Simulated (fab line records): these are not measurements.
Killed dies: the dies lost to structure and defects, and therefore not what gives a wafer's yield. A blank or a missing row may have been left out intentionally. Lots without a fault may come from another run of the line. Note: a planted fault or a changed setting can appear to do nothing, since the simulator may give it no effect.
fab line records	flow nand-harc
[record] lots = 24	wafers = 72	last-day = 34
route steps=1302 shown P_M1@300 P_M2@334
lots with no fault: from the same line, run without faults
start-h: hours from the record's first day to the start of the lot's first wafer shown	wait-h: how many hours have passed since the lot's step before this one	" same as the row above	L1.1+2: several wafers, shown together as one row	- either no value or no given start	* or withheld: withheld	< > ~ a bound
route shown NAME@n: a module of which the file shows steps, and the number in the route of the first	usual: mean and standard deviation over wafers with no fault	same: alike in all rows	chamber/n: place in a boat	sites: readings site by site	_std_site: the values' standard deviation	_edge_site: the outer-site mean with the inner-site mean subtracted	radius-mm: how far each site lies from the wafer's centre	mask NAME#n: copy n	behind: the tool/chamber that last shaped the wafer	hold: cause of the lot's hold/its duration in hours/its outcome	device: transistor that didn't switch, given as n, p or np	end of line: at the end of the route, the tests of the same wafers	for a step that has no rows: nothing shown but its recipe	killed: at the first sort, the dies lost to defects and structure; wafer yield is something else	map: per-die view of a wafer (x killed, . not killed, _ where there is no die)
set.NAME: the run value of the setting; set.NAME@STEP: its run value at that earlier step	model.NAME: the simulator's own value behind a step, which no gauge read
route steps across a sampled set of lots; one table per step, one row per wafer
services: the hour from which a tool's chamber was out of use, counted from the record's first day as start-h (under 0 if before that day), plus the number of hours and why
[[steps]]
[step NHARC_P_M1_ETCH_15]
[recipe] target-depth-a = 1825	time-s = 91.2	c4f8-flow-sccm = withheld	ar-flow-sccm = 400	rf-w = 600	bias-w = 300	chemistry = C4F8/Ar
[usual] bias-w = 300.1/0.78	oes-product-au = 0.957/0.021	rf-vpp-V = 440.2/2.6
lot.wafer	tool	chamber	start-h	wait-h	bias-w	oes-product-au	rf-hours-counter-h	rf-vpp-V
L074.3	rie-diel-12	2	-	-	301.4	0.939	7	438.8
L074.1	"	3	"	"	299.4	0.956	6	442.8
L074.5	"	3	"	"	300.8	0.952	-	444.1
L075.4	rie-diel-10	3	-	-	298.1	0.967	4	436.4
L075.3	"	1	"	"	300.2	0.985	5	444.9
L075.1	"	2	"	"	301.3	0.984	5	442.5
L076.4	rie-diel-10	2	-	-	300.6	0.963	6	442.5
L076.1	"	3	"	"	301.1	0.990	5	438.0
L076.6	"	2	"	"	300.2	0.972	-	442.1
L077.3	rie-diel-09	2	-	-	300.1	0.965	1	440.5
L077.6	"	2	"	"	301.3	0.971	-	441.6
L077.5	"	3	"	"	298.3	0.948	-	441.5
L078.3	rie-diel-10	1	-	-	301.6	0.975	8	444.5
L078.4	"	0	"	"	299.2	0.944	7	439.0
L078.6	"	2	"	"	300.5	0.971	-	442.0
L079.1	rie-diel-09	1	-	-	300.3	0.984	3	441.8
L079.4	"	2	"	"	300.1	0.968	2	441.7
L079.5	"	2	"	"	300.8	0.967	-	440.6
L080.2	rie-diel-10	1	-	-	300.0	0.971	9	444.2
L080.4	"	2	"	"	299.1	0.960	9	442.6
L080.6	"	0	"	"	299.8	0.962	-	440.8
L081.3	rie-diel-12	3	-	-	299.9	0.983	29	444.1
L081.4	"	1	"	"	300.3	0.956	30	442.3
L081.5	"	0	"	"	300.4	0.968	-	437.1
L082.3	rie-diel-12	2	-	-	301.3	0.942	30	438.3
L082.5	"	0	"	"	299.1	0.927	-	436.8
L082.6	"	1	"	"	300.3	0.935	-	441.8
L083.1	rie-diel-10	3	-	-	298.9	0.935	11	435.9
L083.2	"	0	"	"	301.0	0.916	11	440.7
L083.3	"	2	"	"	300.7	0.931	11	442.1
L084.2	rie-diel-09	1	-	-	299.7	0.923	6	441.3
L084.3	"	3	"	"	300.0	0.903	6	437.8
L084.6	"	2	"	"	300.3	0.920	-	440.9
L085.4	rie-diel-09	2	-	-	300.7	0.980	7	443.0
L085.6	"	2	"	"	299.8	0.973	-	440.4
L085.5	"	3	"	"	299.2	0.962	-	437.9
L086.2	rie-diel-09	0	-	-	299.2	0.957	7	437.5
L086.6	"	0	"	"	300.0	0.968	-	438.9
L086.5	"	1	"	"	300.4	0.978	-	440.6
L087.3	rie-diel-10	2	-	-	300.3	0.976	0	443.1
L087.2	"	0	"	"	301.0	0.953	0	439.6
L087.6	"	2	"	"	301.2	0.961	-	442.3
L088.3	rie-diel-09	2	-	-	298.9	0.927	9	441.6
L088.4	"	0	"	"	300.1	0.932	9	435.7
L088.6	"	1	"	"	301.2	0.942	-	441.7
L089.3	rie-diel-10	3	-	-	300.8	0.972	1	437.3
L089.4	"	2	"	"	300.3	0.970	1	441.2
L089.5	"	0	"	"	300.9	0.950	-	438.4
L090.3	rie-diel-10	0	-	-	301.1	0.940	3	441.8
L090.2	"	1	"	"	299.1	0.965	2	443.7
L090.6	"	0	"	"	300.3	0.947	-	438.5
L091.4	rie-diel-09	1	-	-	301.0	0.957	10	441.5
L091.1	"	3	"	"	299.5	0.957	11	440.0
L091.6	"	1	"	"	300.1	0.963	-	442.4
L092.4	rie-diel-09	0	-	-	299.7	0.949	11	437.0
L092.3	"	1	"	"	299.4	0.958	11	441.6
L092.5	"	2	"	"	299.5	0.940	-	440.2
L093.4	rie-diel-09	2	-	-	301.0	0.961	11	441.5
L093.3	"	3	"	"	299.5	0.943	12	439.1
L093.2	"	1	"	"	300.3	0.985	12	441.5
L094.4	rie-diel-09	0	-	-	299.1	0.989	1	435.7
L094.5	"	2	"	"	298.6	0.953	-	442.3
L094.6	"	3	"	"	299.9	0.970	-	439.3
L095.2	rie-diel-09	1	-	-	300.0	0.973	1	441.0
L095.4	"	0	"	"	300.2	0.984	1	438.2
L095.5	"	2	"	"	300.8	0.943	-	440.2
L096.1	rie-diel-09	0	-	-	300.5	0.973	1	436.7
L096.4	"	1	"	"	302.0	0.971	1	440.3
L096.5	"	0	"	"	301.8	0.968	-	436.9
L097.3	rie-diel-10	1	-	-	300.0	0.918	8	444.3
L097.1	"	2	"	"	300.5	0.914	7	443.0
L097.5	"	3	"	"	300.2	0.939	-	437.4
[step NHARC_P_M1_CD_MEAS_16]
[usual] cd-nm = 130.2/0.82
lot.wafer	tool	chamber	start-h	wait-h	cd-nm
L074.1	cd-sem-03	-	128.78	-	128.7
L074.3	"	-	"	"	130.5
L074.5	"	-	"	"	128.5
L075.1	cd-sem-02	-	131.68	-	131.7
L075.3	"	-	"	"	131.2
L075.4	"	-	"	"	131.3
L076.1	cd-sem-03	-	142.28	-	130.2
L076.4	"	-	"	"	130.2
L076.6	"	-	"	"	129.8
L077.3	cd-sem-03	-	160.35	-	131.2
L077.5	"	-	"	"	130.9
L077.6	"	-	"	"	130.3
L078.3	cd-sem-02	-	165.47	-	129.2
L078.4	"	-	"	"	128.9
L078.6	"	-	"	"	129.8
L079.1	cd-sem-03	-	170.63	-	128.8
L079.4	"	-	"	"	128.7
L079.5	"	-	"	"	129.6
L080.2	cd-sem-02	-	186.78	-	129.5
L080.4	"	-	"	"	131.4
L080.6	"	-	"	"	131.1
L081.3	cd-sem-02	-	197.27	-	131.1
L081.4	"	-	"	"	130.0
L081.5	"	-	"	"	129.7
L082.3	cd-sem-01	-	209.82	-	129.7
L082.5	"	-	"	"	130.8
L082.6	"	-	"	"	129.5
L083.1	cd-sem-01	-	215.46	-	129.6
L083.2	"	-	"	"	128.9
L083.3	"	-	"	"	129.8
L084.2	cd-sem-03	-	228.21	-	129.5
L084.3	"	-	"	"	129.5
L084.6	"	-	"	"	129.2
L085.4	cd-sem-01	-	245.43	-	129.6
L085.5	"	-	"	"	130.1
L085.6	"	-	"	"	130.8
L086.2	cd-sem-01	-	248.36	-	130.4
L086.5	"	-	"	"	129.4
L086.6	"	-	"	"	130.2
L087.2	cd-sem-03	-	255.33	-	130.9
L087.3	"	-	"	"	131.3
L087.6	"	-	"	"	132.3
L088.3	cd-sem-01	-	272.39	-	130.1
L088.4	"	-	"	"	131.3
L088.6	"	-	"	"	131.4
L089.3	cd-sem-01	-	272.92	-	129.5
L089.4	"	-	"	"	130.6
L089.5	"	-	"	"	131.0
L090.2	cd-sem-03	-	292.05	-	131.2
L090.3	"	-	"	"	131.1
L090.6	"	-	"	"	130.3
L091.1	cd-sem-03	-	295.24	-	129.9
L091.4	"	-	"	"	129.6
L091.6	"	-	"	"	130.3
L092.3	cd-sem-02	-	304.02	-	130.7
L092.4	"	-	"	"	130.4
L092.5	"	-	"	"	131.5
L093.2	cd-sem-03	-	317.47	-	129.7
L093.3	"	-	"	"	129.9
L093.4	"	-	"	"	129.5
L094.4	cd-sem-02	-	334.86	-	129.9
L094.5	"	-	"	"	132.3
L094.6	"	-	"	"	130.6
L095.2	cd-sem-02	-	346.69	-	129.7
L095.4	"	-	"	"	129.9
L095.5	"	-	"	"	129.7
L096.1	cd-sem-01	-	349.43	-	130.2
L096.4	"	-	"	"	130.0
L096.5	"	-	"	"	127.9
L097.1	cd-sem-03	-	356.58	-	129.9
L097.3	"	-	"	"	129.8
L097.5	"	-	"	"	129.8
[step NHARC_P_M1_THK_MEAS_24]
[recipe] thk-meas-gauge = xrf
[usual] thk-nm = 157.7/1.7
lot.wafer	tool	chamber	start-h	wait-h	thk-nm
L074.1	film-metro-01	-	130.88	-	156.3
L074.3	"	-	"	"	156.6
L074.5	"	-	"	"	155.3
L075.1	film-metro-01	-	134.17	-	157.1
L075.3	"	-	"	"	158.4
L075.4	"	-	"	"	158.2
L076.1	film-metro-02	-	144.52	-	157.3
L076.4	"	-	"	"	154.6
L076.6	"	-	"	"	160.0
L077.3	film-metro-01	-	162.46	-	154.3
L077.5	"	-	"	"	159.2
L077.6	"	-	"	"	159.1
L078.3	film-metro-01	-	167.71	-	156.4
L078.4	"	-	"	"	155.9
L078.6	"	-	"	"	160.6
L079.1	film-metro-02	-	172.74	-	157.0
L079.4	"	-	"	"	159.9
L079.5	"	-	"	"	155.7
L080.2	film-metro-02	-	188.90	-	156.4
L080.4	"	-	"	"	156.5
L080.6	"	-	"	"	156.3
L081.3	film-metro-02	-	199.37	-	160.5
L081.4	"	-	"	"	156.1
L081.5	"	-	"	"	154.8
L082.3	film-metro-01	-	211.95	-	158.1
L082.5	"	-	"	"	159.9
L082.6	"	-	"	"	157.1
L083.1	film-metro-01	-	217.58	-	158.3
L083.2	"	-	"	"	157.8
L083.3	"	-	"	"	159.0
L084.2	film-metro-02	-	230.40	-	157.4
L084.3	"	-	"	"	156.9
L084.6	"	-	"	"	158.2
L085.4	film-metro-01	-	247.55	-	157.2
L085.5	"	-	"	"	158.0
L085.6	"	-	"	"	156.7
L086.2	film-metro-01	-	251.01	-	157.8
L086.5	"	-	"	"	158.2
L086.6	"	-	"	"	155.7
L087.2	film-metro-01	-	257.45	-	154.5
L087.3	"	-	"	"	156.7
L087.6	"	-	"	"	157.5
L088.3	film-metro-02	-	274.49	-	157.1
L088.4	"	-	"	"	157.3
L088.6	"	-	"	"	158.1
L089.3	film-metro-01	-	275.02	-	158.9
L089.4	"	-	"	"	158.5
L089.5	"	-	"	"	160.0
L090.2	film-metro-01	-	294.16	-	161.5
L090.3	"	-	"	"	160.1
L090.6	"	-	"	"	162.2
L091.1	film-metro-02	-	297.34	-	157.0
L091.4	"	-	"	"	156.6
L091.6	"	-	"	"	156.0
L092.3	film-metro-02	-	306.12	-	157.6
L092.4	"	-	"	"	160.0
L092.5	"	-	"	"	157.4
L093.2	film-metro-02	-	319.59	-	157.4
L093.3	"	-	"	"	156.9
L093.4	"	-	"	"	152.8
L094.4	film-metro-02	-	336.98	-	156.3
L094.5	"	-	"	"	156.1
L094.6	"	-	"	"	153.9
L095.2	film-metro-02	-	348.80	-	157.9
L095.4	"	-	"	"	159.1
L095.5	"	-	"	"	160.0
L096.1	film-metro-01	-	351.53	-	158.7
L096.4	"	-	"	"	158.3
L096.5	"	-	"	"	157.2
L097.1	film-metro-01	-	358.71	-	161.3
L097.3	"	-	"	"	159.9
L097.5	"	-	"	"	159.2
[step NHARC_P_M2_CD_MEAS_16]
[usual] cd-nm = 169.9/0.83
lot.wafer	tool	chamber	start-h	wait-h	cd-nm
L074.1	cd-sem-02	-	132.96	-	167.8
L074.3	"	-	"	"	169.7
L074.5	"	-	"	"	168.2
L075.1	cd-sem-01	-	136.09	-	170.5
L075.3	"	-	"	"	171.1
L075.4	"	-	"	"	170.8
L076.1	cd-sem-01	-	146.56	-	169.0
L076.4	"	-	"	"	170.4
L076.6	"	-	"	"	170.1
L077.3	cd-sem-02	-	164.38	-	168.9
L077.5	"	-	"	"	169.3
L077.6	"	-	"	"	168.7
L078.3	cd-sem-03	-	169.61	-	170.0
L078.4	"	-	"	"	169.7
L078.6	"	-	"	"	170.4
L079.1	cd-sem-01	-	174.65	-	169.9
L079.4	"	-	"	"	169.4
L079.5	"	-	"	"	169.3
L080.2	cd-sem-01	-	190.96	-	169.9
L080.4	"	-	"	"	169.7
L080.6	"	-	"	"	169.7
L081.3	cd-sem-03	-	201.40	-	169.8
L081.4	"	-	"	"	168.4
L081.5	"	-	"	"	168.7
L082.3	cd-sem-01	-	214.05	-	170.7
L082.5	"	-	"	"	170.0
L082.6	"	-	"	"	170.6
L083.1	cd-sem-01	-	219.69	-	169.0
L083.2	"	-	"	"	170.1
L083.3	"	-	"	"	170.4
L084.2	cd-sem-01	-	232.44	-	169.2
L084.3	"	-	"	"	170.4
L084.6	"	-	"	"	170.0
L085.4	cd-sem-03	-	249.60	-	169.4
L085.5	"	-	"	"	168.8
L085.6	"	-	"	"	169.0
L086.2	cd-sem-01	-	253.03	-	169.6
L086.5	"	-	"	"	170.7
L086.6	"	-	"	"	170.0
L087.2	cd-sem-03	-	259.51	-	170.7
L087.3	"	-	"	"	168.9
L087.6	"	-	"	"	170.8
L088.3	cd-sem-01	-	276.54	-	169.8
L088.4	"	-	"	"	169.9
L088.6	"	-	"	"	169.4
L089.3	cd-sem-01	-	277.08	-	169.8
L089.4	"	-	"	"	171.4
L089.5	"	-	"	"	169.2
L090.2	cd-sem-03	-	296.65	-	169.0
L090.3	"	-	"	"	171.0
L090.6	"	-	"	"	170.1
L091.1	cd-sem-03	-	299.40	-	170.5
L091.4	"	-	"	"	169.6
L091.6	"	-	"	"	170.2
L092.3	cd-sem-02	-	309.41	-	170.5
L092.4	"	-	"	"	170.6
L092.5	"	-	"	"	171.6
L093.2	cd-sem-02	-	321.64	-	172.1
L093.3	"	-	"	"	170.6
L093.4	"	-	"	"	169.7
L094.4	cd-sem-02	-	338.90	-	169.1
L094.5	"	-	"	"	170.5
L094.6	"	-	"	"	169.9
L095.2	cd-sem-02	-	350.71	-	171.0
L095.4	"	-	"	"	169.1
L095.5	"	-	"	"	170.3
L096.1	cd-sem-03	-	353.44	-	170.8
L096.4	"	-	"	"	171.0
L096.5	"	-	"	"	170.7
L097.1	cd-sem-02	-	360.77	-	170.0
L097.3	"	-	"	"	170.0
L097.5	"	-	"	"	169.5
[step NHARC_P_M2_ANNEAL_31]
[recipe] temp-c = 225	time-s = 90
[usual] wafer_temp_C_max = 226.05/0.23
lot.wafer	tool	chamber	start-h	wait-h	wafer_temp_C_max
L074.1	rtp-anneal-01	0	134.41	0.3	226.02
L074.3	"	0	"	"	226.04
L074.5	"	0	"	"	225.99
L075.1	rtp-anneal-01	0	137.54	-	225.71
L075.3	"	0	"	"	226.16
L075.4	"	0	"	"	225.76
L076.1	rtp-anneal-01	0	148.02	0.3	225.46
L076.4	"	0	"	"	226.00
L076.6	"	0	"	"	225.60
L077.3	rtp-anneal-02	0	165.93	-	225.80
L077.5	"	0	"	"	225.98
L077.6	"	0	"	"	225.94
L078.3	rtp-anneal-02	0	171.15	-	226.08
L078.4	"	0	"	"	226.34
L078.6	"	0	"	"	225.75
L079.1	rtp-anneal-02	0	176.10	-	226.19
L079.4	"	0	"	"	226.22
L079.5	"	0	"	"	226.46
L080.2	rtp-anneal-02	0	192.45	-	225.82
L080.4	"	0	"	"	225.76
L080.6	"	0	"	"	226.28
L081.3	rtp-anneal-01	0	202.94	-	226.16
L081.4	"	0	"	"	226.27
L081.5	"	0	"	"	226.17
L082.3	rtp-anneal-02	0	215.67	0.3	226.20
L082.5	"	0	"	"	226.11
L082.6	"	0	"	"	226.11
L083.1	rtp-anneal-02	0	221.14	-	226.44
L083.2	"	0	"	"	226.15
L083.3	"	0	"	"	226.18
L084.2	rtp-anneal-02	0	233.94	-	226.11
L084.3	"	0	"	"	226.22
L084.6	"	0	"	"	226.23
L085.4	rtp-anneal-02	0	251.19	-	226.01
L085.5	"	0	"	"	225.60
L085.6	"	0	"	"	226.04
L086.2	rtp-anneal-01	0	254.54	-	225.77
L086.5	"	0	"	"	225.89
L086.6	"	0	"	"	225.63
L087.2	rtp-anneal-01	0	261.05	-	225.80
L087.3	"	0	"	"	225.75
L087.6	"	0	"	"	225.79
L088.3	rtp-anneal-02	0	278.11	-	225.95
L088.4	"	0	"	"	225.99
L088.6	"	0	"	"	225.56
L089.3	rtp-anneal-01	0	278.63	-	225.68
L089.4	"	0	"	"	225.84
L089.5	"	0	"	"	225.73
L090.2	rtp-anneal-02	0	298.15	0.3	226.24
L090.3	"	0	"	"	225.98
L090.6	"	0	"	"	226.29
L091.1	rtp-anneal-02	0	300.86	0.3	226.18
L091.4	"	0	"	"	226.34
L091.6	"	0	"	"	226.47
L092.3	rtp-anneal-02	0	310.96	-	226.23
L092.4	"	0	"	"	226.20
L092.5	"	0	"	"	226.24
L093.2	rtp-anneal-02	0	323.17	0.3	226.03
L093.3	"	0	"	"	225.98
L093.4	"	0	"	"	226.18
L094.4	rtp-anneal-01	0	340.50	0.4	226.09
L094.5	"	0	"	"	226.16
L094.6	"	0	"	"	225.70
L095.2	rtp-anneal-01	0	352.25	-	226.01
L095.4	"	0	"	"	226.49
L095.5	"	0	"	"	225.95
L096.1	rtp-anneal-01	0	354.89	0.3	226.17
L096.4	"	0	"	"	226.01
L096.5	"	0	"	"	226.16
L097.1	rtp-anneal-02	0	362.24	0.3	226.11
L097.3	"	0	"	"	226.02
L097.5	"	0	"	"	226.25
[step NHARC_P_M2_INSPECT_27]
[usual] raw-defect-count = 308/110
lot.wafer	tool	chamber	start-h	wait-h	raw-defect-count
L074.1	defect-inspect-01	-	135.23	0.0	283
L074.3	"	-	"	"	246
L074.5	"	-	"	"	194
L075.1	defect-inspect-01	-	138.35	0.0	234
L075.3	"	-	"	"	272
L075.4	"	-	"	"	296
L076.1	defect-inspect-02	-	148.84	0.0	241
L076.4	"	-	"	"	231
L076.6	"	-	"	"	243
L077.3	defect-inspect-02	-	166.65	0.0	259
L077.5	"	-	"	"	260
L077.6	"	-	"	"	383
L078.3	defect-inspect-02	-	171.87	0.0	420
L078.4	"	-	"	"	362
L078.6	"	-	"	"	343
L079.1	defect-inspect-02	-	176.92	0.0	186
L079.4	"	-	"	"	515
L079.5	"	-	"	"	214
L080.2	defect-inspect-01	-	193.22	0.0	389
L080.4	"	-	"	"	292
L080.6	"	-	"	"	406
L081.3	defect-inspect-02	-	203.65	0.0	325
L081.4	"	-	"	"	224
L081.5	"	-	"	"	199
L082.3	defect-inspect-02	-	216.39	0.0	355
L082.5	"	-	"	"	252
L082.6	"	-	"	"	277
L083.1	defect-inspect-02	-	221.96	0.0	218
L083.2	"	-	"	"	200
L083.3	"	-	"	"	295
L084.2	defect-inspect-02	-	234.71	0.0	269
L084.3	"	-	"	"	159
L084.6	"	-	"	"	240
L085.4	defect-inspect-01	-	251.86	0.0	324
L085.5	"	-	"	"	172
L085.6	"	-	"	"	436
L086.2	defect-inspect-01	-	255.31	0.0	447
L086.5	"	-	"	"	323
L086.6	"	-	"	"	378
L087.2	defect-inspect-02	-	261.83	0.0	342
L087.3	"	-	"	"	212
L087.6	"	-	"	"	422
L088.3	defect-inspect-01	-	278.83	0.0	243
L088.4	"	-	"	"	130
L088.6	"	-	"	"	207
L089.3	defect-inspect-02	-	279.34	0.0	444
L089.4	"	-	"	"	476
L089.5	"	-	"	"	538
L090.2	defect-inspect-01	-	298.92	0.0	239
L090.3	"	-	"	"	217
L090.6	"	-	"	"	126
L091.1	defect-inspect-02	-	301.69	0.0	325
L091.4	"	-	"	"	327
L091.6	"	-	"	"	384
L092.3	defect-inspect-01	-	311.68	0.0	344
L092.4	"	-	"	"	534
L092.5	"	-	"	"	267
L093.2	defect-inspect-02	-	323.96	0.0	198
L093.3	"	-	"	"	293
L093.4	"	-	"	"	224
L094.4	defect-inspect-02	-	341.16	0.0	296
L094.5	"	-	"	"	207
L094.6	"	-	"	"	188
L095.2	defect-inspect-02	-	353.02	0.0	231
L095.4	"	-	"	"	197
L095.5	"	-	"	"	496
L096.1	defect-inspect-01	-	355.74	0.0	221
L096.4	"	-	"	"	291
L096.5	"	-	"	"	560
L097.1	defect-inspect-01	-	363.06	0.0	271
L097.3	"	-	"	"	308
L097.5	"	-	"	"	388
[[services]]
tool	chamber	start-h	hours	kind
rie-diel-09	3	105.67	6.6	repair
rie-diel-09	1	109.98	3.7	repair
rie-diel-09	0	122.10	-	clean
rie-diel-09	1	122.10	-	clean
rie-diel-09	2	122.10	-	clean
rie-diel-09	3	123.34	12.3	repair
rie-diel-09	3	136.03	16.1	repair
rie-diel-09	-	138.65	0.7	repair
rie-diel-09	-	143.10	9.0	pm
rie-diel-12	1	151.11	2.0	repair
rie-diel-09	-	160.98	0.4	repair
rie-diel-12	0	179.65	7.1	repair
rie-diel-09	0	188.24	18.5	repair
rie-diel-10	0	191.77	4.4	repair
rie-diel-12	1	213.38	2.0	repair
rie-diel-12	0	218.69	33.5	repair
rie-diel-10	-	242.51	9.0	pm
rie-diel-09	1	262.15	1.3	repair
rie-diel-12	-	270.28	9.0	pm
rie-diel-10	-	277.42	0.7	repair
rie-diel-12	3	310.16	3.6	repair
rie-diel-09	-	320.10	9.0	pm
rie-diel-10	0	348.01	14.6	repair
rie-diel-09	3	356.22	6.4	repair
[[key]]
fault none
